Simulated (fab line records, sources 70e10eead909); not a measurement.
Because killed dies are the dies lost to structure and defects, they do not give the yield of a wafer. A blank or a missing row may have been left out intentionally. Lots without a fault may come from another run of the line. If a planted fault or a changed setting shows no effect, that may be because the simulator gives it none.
fab line records + flow nand_harc + part 2 of 2: steps 16 to 21 of 21
[record]
- lots = 5
- wafers = 15
- last_day = 32
route steps=1302 shown A_STAIRCASE@662
lots with no fault: from the same line, run without faults
start_h: the number of hours between the record's first day and the start of the first shown wafer of the lot + wait_h: hours from the lot's prior step to this one + " unchanged from the row above + L1.1+2: several wafers, shown together as one row + - no value, or no start given + * or withheld: withheld + < > ~ a bound
route shown NAME@n: names a module that has steps shown in the file, with the first one's number in the route + usual: mean and standard deviation over wafers with no fault + same: alike in all rows + chamber/n: place in a boat + sites: readings site by site + _std_site: standard deviation across them + _edge_site: outer sites' mean less inner sites' + radius_mm: how far each site lies from the wafer's centre + mask NAME#n: copy n + behind: tool/chamber where the wafer was last shaped + hold: reason for holding the lot/hours on hold/outcome of the hold + device: which transistor (n, p or np) failed to switch + end of line: the same wafers' tests at the end of the route + a step given without rows: its recipe and nothing more + killed: the dies lost at the first sort to structure and to defects; this is not the yield of the wafer + map: a wafer's dies, x killed, . not, _ none there
set.NAME: setting as actually run; set.NAME@STEP: the setting as run at that earlier step + model.NAME: the simulator's own value behind a step, which no gauge read
lots at selected steps of the route; one table per step, one row per wafer
services: the hour from which a tool's chamber was out of use, counted from the record's first day as start_h (under 0 if before that day), plus the number of hours and why
[[steps]]
[step NHARC_A_STAIRCASE_TRIM_22]
[recipe]
- time_s = 211.2
- o2_flow_sccm = 500
- ar_flow_sccm = 0
- bias_w = 0
- chemistry = O2
[usual]
- drypump_motor_current_A = 5.9/0.48
- mfc_ar_sccm = 0.011/0.012
- o2_flow_sccm = 500.0/1.5
- oes_product_au = 1.001/0.013
- rf_vpp_V = 57.6/0.96
- showerhead_plenum_p_Torr = 3.48/0.15
- throttle_valve_pct = 17.036/0.009
[same]
- bias_w = 0
| lot.wafer | tool        | chamber | start_h | wait_h | drypump_motor_current_A | mfc_ar_sccm | o2_flow_sccm | oes_product_au | rf_hours_counter_h | rf_vpp_V | showerhead_plenum_p_Torr | throttle_valve_pct |
|-----------|-------------|---------|---------|--------|-------------------------|-------------|--------------|----------------|--------------------|----------|--------------------------|--------------------|
| L084.3    | rie_diel-04 | 1       | -       | -      | 6.6                     | 0           | 501.2        | 1.008          | 27                 | 58.0     | 3.60                     | 17.027             |
| L084.2    | "           | 2       | "       | "      | 5.8                     | 0.019       | 499.4        | 1.024          | 28                 | 57.3     | 3.31                     | 17.023             |
| L084.5    | "           | 3       | "       | "      | 6.6                     | 0.012       | 500.7        | 1.019          | -                  | 58.2     | 3.61                     | 17.038             |
| L087.2    | rie_diel-10 | 1       | -       | -      | 5.2                     | 0           | 498.8        | 0.991          | 20                 | 56.2     | 3.63                     | 17.041             |
| L087.1    | "           | 3       | "       | "      | 6.1                     | 0.033       | 500.7        | 1.002          | 21                 | 56.6     | 3.51                     | 17.048             |
| L087.5    | "           | 0       | "       | "      | 6.2                     | 0           | 498.8        | 0.987          | -                  | 56.6     | 3.29                     | 17.032             |
| L090.2    | rie_diel-04 | 3       | -       | -      | 6.6                     | 0.012       | 498.7        | 0.994          | 49                 | 58.3     | 3.60                     | 17.037             |
| L090.4    | "           | 0       | "       | "      | 5.4                     | 0.027       | 498.3        | 0.989          | 49                 | 58.1     | 3.30                     | 17.009             |
| L090.5    | "           | 3       | "       | "      | 6.6                     | 0.012       | 497.2        | 1.005          | -                  | 57.4     | 3.60                     | 17.035             |
| L095.1    | rie_diel-05 | 0       | -       | -      | 5.8                     | 0.014       | 501.7        | 1.011          | 42                 | 58.9     | 3.56                     | 17.040             |
| L095.4    | "           | 1       | "       | "      | 5.1                     | 0           | 500.0        | 1.007          | 40                 | 57.2     | 3.41                     | 17.060             |
| L095.5    | "           | 3       | "       | "      | 5.7                     | 0           | 501.4        | 0.983          | -                  | 58.9     | 3.75                     | 17.042             |
| L094.2    | rie_diel-04 | 2       | -       | -      | 5.7                     | 0.019       | 501.8        | 1.000          | 3                  | 55.5     | 3.30                     | 17.042             |
| L094.1    | "           | 1       | "       | "      | 6.6                     | 0           | 501.3        | 1.010          | 3                  | 57.8     | 3.59                     | 17.022             |
| L094.5    | "           | 3       | "       | "      | 6.6                     | 0.012       | 500.9        | 1.001          | -                  | 57.8     | 3.59                     | 17.033             |
[step NHARC_A_STAIRCASE_ETCH_23]
[recipe]
- target_depth_a = 1000
- time_s = 40.5
- ion_energy_ev = 400
- c4f8_flow_sccm = 20
- o2_flow_sccm = 10
- ar_flow_sccm = withheld
- rf_w = 600
- bias_w = 1000
- chemistry = C4F8/O2
[usual]
- bias_w = 999.7/2.9
- oes_product_au = 0.947/0.016
- rf_vpp_V = 894/5.6
| lot.wafer | tool        | chamber | start_h | wait_h | bias_w | oes_product_au | rf_hours_counter_h | rf_vpp_V |
|-----------|-------------|---------|---------|--------|--------|----------------|--------------------|----------|
| L084.2    | rie_diel-04 | 1       | -       | -      | 999.4  | 0.955          | 27                 | 899      |
| L084.3    | "           | 3       | "       | "      | 1002.8 | 0.979          | 32                 | 899      |
| L084.5    | "           | 1       | "       | "      | 1001.4 | 0.944          | -                  | 898      |
| L087.2    | rie_diel-10 | 2       | -       | -      | 1002.4 | 0.953          | 21                 | 887      |
| L087.1    | "           | 3       | "       | "      | 1001.5 | 0.948          | 21                 | 896      |
| L087.5    | "           | 0       | "       | "      | 999.8  | 0.927          | -                  | 888      |
| L090.2    | rie_diel-04 | 0       | -       | -      | 999.7  | 0.935          | 50                 | 886      |
| L090.4    | "           | 1       | "       | "      | 999.0  | 0.946          | 46                 | 898      |
| L090.5    | "           | 2       | "       | "      | 995.7  | 0.966          | -                  | 888      |
| L095.4    | rie_diel-05 | 1       | -       | -      | 993.0  | 0.955          | 40                 | 891      |
| L095.1    | "           | 2       | "       | "      | 999.8  | 0.957          | 40                 | 891      |
| L095.5    | "           | 2       | "       | "      | 1002.1 | 0.958          | -                  | 894      |
| L094.2    | rie_diel-04 | 0       | -       | -      | 996.6  | 0.959          | 3                  | 888      |
| L094.1    | "           | 1       | "       | "      | 1001.9 | 0.983          | 3                  | 898      |
| L094.5    | "           | 0       | "       | "      | 1000.8 | 0.965          | -                  | 888      |
[step NHARC_A_STAIRCASE_TRIM_24]
[recipe]
- time_s = 211.2
- o2_flow_sccm = 500
- ar_flow_sccm = 0
- bias_w = 0
- chemistry = O2
[usual]
- drypump_motor_current_A = 5.9/0.49
- mfc_ar_sccm = 0.012/0.012
- o2_flow_sccm = 499.9/1.7
- oes_product_au = 1.003/0.014
- rf_vpp_V = 57.6/0.91
- showerhead_plenum_p_Torr = 3.47/0.15
- throttle_valve_pct = 17.037/0.0087
[same]
- bias_w = 0
| lot.wafer | tool        | chamber | start_h | wait_h | drypump_motor_current_A | mfc_ar_sccm | o2_flow_sccm | oes_product_au | rf_hours_counter_h | rf_vpp_V | showerhead_plenum_p_Torr | throttle_valve_pct |
|-----------|-------------|---------|---------|--------|-------------------------|-------------|--------------|----------------|--------------------|----------|--------------------------|--------------------|
| L084.2    | rie_diel-04 | 2       | -       | -      | 5.7                     | 0.019       | 500.0        | 1.017          | 29                 | 56.3     | 3.31                     | 17.036             |
| L084.3    | "           | 0       | "       | "      | 5.4                     | 0.027       | 496.4        | 0.989          | 30                 | 57.5     | 3.31                     | 17.028             |
| L084.5    | "           | 1       | "       | "      | 6.6                     | 0           | 498.9        | 0.995          | -                  | 57.4     | 3.60                     | 17.034             |
| L087.2    | rie_diel-10 | 2       | -       | -      | 5.5                     | 0           | 496.8        | 1.002          | 21                 | 57.2     | 3.28                     | 17.041             |
| L087.1    | "           | 0       | "       | "      | 6.2                     | 0           | 500.6        | 1.000          | 22                 | 57.1     | 3.29                     | 17.045             |
| L087.5    | "           | 3       | "       | "      | 6.1                     | 0.033       | 501.7        | 1.003          | -                  | 60.1     | 3.50                     | 17.034             |
| L090.2    | rie_diel-04 | 0       | -       | -      | 5.4                     | 0.027       | 502.8        | 0.977          | 50                 | 58.5     | 3.30                     | 17.052             |
| L090.4    | "           | 1       | "       | "      | 6.6                     | 0           | 502.0        | 1.004          | 46                 | 57.6     | 3.59                     | 17.023             |
| L090.5    | "           | 3       | "       | "      | 6.6                     | 0.012       | 499.6        | 1.007          | -                  | 58.7     | 3.60                     | 17.044             |
| L095.1    | rie_diel-05 | 3       | -       | -      | 5.7                     | 0           | 498.9        | 0.978          | 42                 | 59.0     | 3.75                     | 17.037             |
| L095.4    | "           | 2       | "       | "      | 5.5                     | 0.025       | 500.0        | 1.008          | 40                 | 57.9     | 3.44                     | 17.036             |
| L095.5    | "           | 0       | "       | "      | 5.8                     | 0.014       | 500.8        | 0.998          | -                  | 56.2     | 3.56                     | 17.033             |
| L094.2    | rie_diel-04 | 3       | -       | -      | 6.6                     | 0.012       | 499.5        | 1.009          | 3                  | 58.9     | 3.59                     | 17.041             |
| L094.1    | "           | 1       | "       | "      | 6.6                     | 0           | 498.6        | 1.005          | 3                  | 58.2     | 3.58                     | 17.048             |
| L094.5    | "           | 2       | "       | "      | 5.8                     | 0.019       | 499.3        | 0.997          | -                  | 56.7     | 3.30                     | 17.021             |
[step NHARC_A_STAIRCASE_ETCH_25]
[recipe]
- target_depth_a = 1000
- time_s = 40.5
- ion_energy_ev = 400
- c4f8_flow_sccm = 20
- o2_flow_sccm = 10
- ar_flow_sccm = withheld
- rf_w = 600
- bias_w = 1000
- chemistry = C4F8/O2
[usual]
- bias_w = 1000/3
- oes_product_au = 0.944/0.015
- rf_vpp_V = 894/5.6
| lot.wafer | tool        | chamber | start_h | wait_h | bias_w | oes_product_au | rf_hours_counter_h | rf_vpp_V |
|-----------|-------------|---------|---------|--------|--------|----------------|--------------------|----------|
| L084.2    | rie_diel-04 | 1       | -       | -      | 999    | 0.953          | 27                 | 899      |
| L084.3    | "           | 3       | "       | "      | 1000   | 0.951          | 32                 | 899      |
| L084.5    | "           | 1       | "       | "      | 997    | 0.945          | -                  | 897      |
| L087.2    | rie_diel-10 | 3       | -       | -      | 994    | 0.933          | 21                 | 896      |
| L087.1    | "           | 1       | "       | "      | 998    | 0.941          | 20                 | 901      |
| L087.5    | "           | 3       | "       | "      | 995    | 0.929          | -                  | 895      |
| L090.2    | rie_diel-04 | 3       | -       | -      | 1000   | 0.937          | 49                 | 900      |
| L090.4    | "           | 1       | "       | "      | 1001   | 0.936          | 46                 | 899      |
| L090.5    | "           | 0       | "       | "      | 1000   | 0.912          | -                  | 888      |
| L095.4    | rie_diel-05 | 3       | -       | -      | 996    | 0.920          | 42                 | 904      |
| L095.1    | "           | 1       | "       | "      | 1001   | 0.962          | 40                 | 892      |
| L095.5    | "           | 3       | "       | "      | 998    | 0.921          | -                  | 905      |
| L094.2    | rie_diel-04 | 3       | -       | -      | 998    | 0.960          | 3                  | 898      |
| L094.1    | "           | 0       | "       | "      | 1000   | 0.953          | 3                  | 888      |
| L094.5    | "           | 1       | "       | "      | 997    | 0.968          | -                  | 898      |
[step NHARC_A_STAIRCASE_TRIM_26]
[recipe]
- time_s = 211.2
- o2_flow_sccm = 500
- ar_flow_sccm = 0
- bias_w = 0
- chemistry = O2
[usual]
- drypump_motor_current_A = 5.9/0.49
- mfc_ar_sccm = 0.011/0.011
- o2_flow_sccm = 499.8/1.4
- oes_product_au = 1.003/0.014
- rf_vpp_V = 57.5/0.9
- showerhead_plenum_p_Torr = 3.48/0.15
- throttle_valve_pct = 17.036/0.0088
[same]
- bias_w = 0
| lot.wafer | tool        | chamber | start_h | wait_h | drypump_motor_current_A | mfc_ar_sccm | o2_flow_sccm | oes_product_au | rf_hours_counter_h | rf_vpp_V | showerhead_plenum_p_Torr | throttle_valve_pct |
|-----------|-------------|---------|---------|--------|-------------------------|-------------|--------------|----------------|--------------------|----------|--------------------------|--------------------|
| L084.3    | rie_diel-04 | 3       | -       | -      | 6.6                     | 0.012       | 500.2        | 1.020          | 32                 | 57.7     | 3.61                     | 17.049             |
| L084.2    | "           | 1       | "       | "      | 6.6                     | 0           | 498.6        | 0.996          | 28                 | 56.8     | 3.60                     | 17.049             |
| L084.5    | "           | 2       | "       | "      | 5.8                     | 0.019       | 498.7        | 1.009          | -                  | 58.0     | 3.31                     | 17.041             |
| L087.2    | rie_diel-10 | 0       | -       | -      | 6.1                     | 0           | 500.4        | 1.001          | 22                 | 57.1     | 3.29                     | 17.028             |
| L087.1    | "           | 1       | "       | "      | 5.2                     | 0           | 499.3        | 0.984          | 20                 | 58.3     | 3.63                     | 17.043             |
| L087.5    | "           | 2       | "       | "      | 5.5                     | 0           | 501.3        | 1.008          | -                  | 57.3     | 3.28                     | 17.036             |
| L090.4    | rie_diel-04 | 2       | -       | -      | 5.8                     | 0.019       | 497.0        | 1.031          | 46                 | 57.8     | 3.31                     | 17.025             |
| L090.2    | "           | 1       | "       | "      | 6.6                     | 0           | 499.6        | 0.998          | 46                 | 57.6     | 3.59                     | 17.043             |
| L090.5    | "           | 2       | "       | "      | 5.8                     | 0.019       | 499.4        | 1.027          | -                  | 54.9     | 3.30                     | 17.033             |
| L095.4    | rie_diel-05 | 0       | -       | -      | 5.8                     | 0.014       | 498.1        | 0.994          | 42                 | 56.6     | 3.56                     | 17.050             |
| L095.1    | "           | 3       | "       | "      | 5.7                     | 0           | 503.1        | 0.971          | 42                 | 58.1     | 3.75                     | 17.030             |
| L095.5    | "           | 1       | "       | "      | 5.1                     | 0           | 500.6        | 1.008          | -                  | 57.3     | 3.41                     | 17.033             |
| L094.1    | rie_diel-04 | 3       | -       | -      | 6.6                     | 0.012       | 498.1        | 1.005          | 3                  | 57.3     | 3.59                     | 17.029             |
| L094.2    | "           | 1       | "       | "      | 6.6                     | 0           | 499.7        | 1.022          | 3                  | 55.7     | 3.58                     | 17.031             |
| L094.5    | "           | 3       | "       | "      | 6.6                     | 0.012       | 500.3        | 1.016          | -                  | 58.2     | 3.59                     | 17.030             |
[step NHARC_A_STAIRCASE_ETCH_27]
[recipe]
- target_depth_a = 1000
- time_s = 40.5
- ion_energy_ev = 400
- c4f8_flow_sccm = 20
- o2_flow_sccm = 10
- ar_flow_sccm = withheld
- rf_w = 600
- bias_w = 1000
- chemistry = C4F8/O2
[usual]
- bias_w = 1000.4/2.9
- oes_product_au = 0.947/0.017
- rf_vpp_V = 894/5.7
| lot.wafer | tool        | chamber | start_h | wait_h | bias_w | oes_product_au | rf_hours_counter_h | rf_vpp_V |
|-----------|-------------|---------|---------|--------|--------|----------------|--------------------|----------|
| L084.2    | rie_diel-04 | 3       | -       | -      | 998.0  | 0.945          | 32                 | 899      |
| L084.3    | "           | 1       | "       | "      | 1004.3 | 0.950          | 28                 | 897      |
| L084.5    | "           | 3       | "       | "      | 999.4  | 0.950          | -                  | 900      |
| L087.2    | rie_diel-10 | 1       | -       | -      | 997.6  | 0.943          | 20                 | 900      |
| L087.1    | "           | 0       | "       | "      | 1004.0 | 0.947          | 22                 | 888      |
| L087.5    | "           | 1       | "       | "      | 998.0  | 0.946          | -                  | 900      |
| L090.2    | rie_diel-04 | 1       | -       | -      | 995.9  | 0.941          | 46                 | 899      |
| L090.4    | "           | 0       | "       | "      | 1001.8 | 0.950          | 50                 | 887      |
| L090.5    | "           | 1       | "       | "      | 997.9  | 0.951          | -                  | 898      |
| L095.1    | rie_diel-05 | 3       | -       | -      | 998.4  | 0.929          | 42                 | 903      |
| L095.4    | "           | 0       | "       | "      | 999.9  | 0.936          | 42                 | 897      |
| L095.5    | "           | 1       | "       | "      | 996.5  | 0.931          | -                  | 890      |
| L094.1    | rie_diel-04 | 3       | -       | -      | 1000.4 | 0.935          | 3                  | 897      |
| L094.2    | "           | 2       | "       | "      | 1009.2 | 0.942          | 3                  | 888      |
| L094.5    | "           | 3       | "       | "      | 1001.9 | 0.950          | -                  | 898      |
[[services]]
| tool           | chamber | start_h | hours | kind   |
|----------------|---------|---------|-------|--------|
| rie_diel-04    | 0       | 438.37  | -     | clean  |
| rie_diel-04    | 1       | 438.37  | -     | clean  |
| rie_diel-04    | 2       | 438.37  | -     | clean  |
| rie_diel-04    | 3       | 438.37  | -     | clean  |
| rie_diel-04    | 0       | 462.87  | -     | clean  |
| rie_diel-04    | 1       | 462.87  | -     | clean  |
| rie_diel-04    | 2       | 462.87  | -     | clean  |
| rie_diel-04    | 3       | 462.87  | -     | clean  |
| litho_track-05 | -       | 474.00  | 7.0   | pm     |
| rie_diel-10    | 1       | 482.68  | 6.5   | repair |
| krf_scanner-01 | -       | 484.00  | 4.0   | pm     |
| rie_diel-04    | 0       | 487.48  | -     | clean  |
| rie_diel-04    | 1       | 487.48  | -     | clean  |
| rie_diel-04    | 2       | 487.48  | -     | clean  |
| rie_diel-04    | 3       | 487.48  | -     | clean  |
| rie_diel-04    | 3       | 494.50  | 4.0   | repair |
| krf_scanner-04 | -       | 494.79  | 0.3   | repair |
| rie_diel-04    | 0       | 511.98  | -     | clean  |
| rie_diel-04    | 1       | 511.98  | -     | clean  |
| krf_scanner-04 | -       | 526.01  | 4.0   | pm     |
| rie_diel-04    | -       | 532.68  | 9.0   | pm     |
| krf_scanner-04 | -       | 540.50  | 35.7  | repair |
| rie_diel-10    | 2       | 543.91  | 4.8   | repair |
| krf_scanner-03 | -       | 555.40  | 0.9   | repair |
